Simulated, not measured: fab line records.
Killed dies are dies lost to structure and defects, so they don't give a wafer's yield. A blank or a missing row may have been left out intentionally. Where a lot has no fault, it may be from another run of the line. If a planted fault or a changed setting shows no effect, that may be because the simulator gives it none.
Chamber matching + flow nand-harc + NHARC_A_CONTACT_ETCH_110 on rie-diel-03: 4 sister chambers
The step etches the open film in CF4/O2, target depth 60 nm, overetch 6 nm, time 33 s. 4 wafers are shown with their chamber, then 8 later ones without.

== WAFERS WITH THEIR CHAMBER ==
| wafer  | chamber | showerhead-plenum-p-Torr (Torr) |
|--------|---------|---------------------------------|
| L208.3 | 3       | 1.37                            |
| L209.1 | 0       | 1.39                            |
| L209.2 | 1       | 1.23                            |
| L209.4 | 2       | 1.40                            |

== WAFERS WHOSE CHAMBER IS MISSING ==
| wafer  | showerhead-plenum-p-Torr (Torr) |
|--------|---------------------------------|
| L211.1 | 1.39                            |
| L211.2 | 1.23                            |
| L211.6 | 1.37                            |
| L215.2 | 1.39                            |
| L215.3 | 1.44                            |
| L215.5 | 1.44                            |
| L220.1 | 1.37                            |
| L220.2 | 1.39                            |

== CHAMBER TAKEN BY EACH ==
| wafer  | from the rows above          | in truth |
|--------|------------------------------|----------|
| L211.1 | can't be placed: 0 or 2 or 3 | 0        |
| L211.2 | 1                            | 1        |
| L211.6 | can't be placed: 3 or 0 or 2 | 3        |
| L215.2 | can't be placed: 0 or 2 or 3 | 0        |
| L215.3 | can't be placed: 2 or 0 or 3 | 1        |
| L215.5 | can't be placed: 2 or 0 or 3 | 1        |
| L220.1 | can't be placed: 3 or 0 or 2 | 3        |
| L220.2 | can't be placed: 0 or 2 or 3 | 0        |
Correctly placed: 1 of 8. Can't be placed from these rows: 7 (the true chamber is among the candidates in 5). Number placed wrongly: 0.
How it was worked out, from the rows above alone: a wafer's distance from a chamber is the root of the sum, over the readings, of the square of ((its reading less the chamber's mean) divided by the reading's scatter). If the next closest chamber is less than 2 further off than the closest, the wafer can't be placed; otherwise it belongs to the closest. A chamber's mean is the mean of its shown wafers. The scatter: with one shown wafer a chamber, the root of the mean of the squares of how far each hidden wafer lies from its nearest shown one.
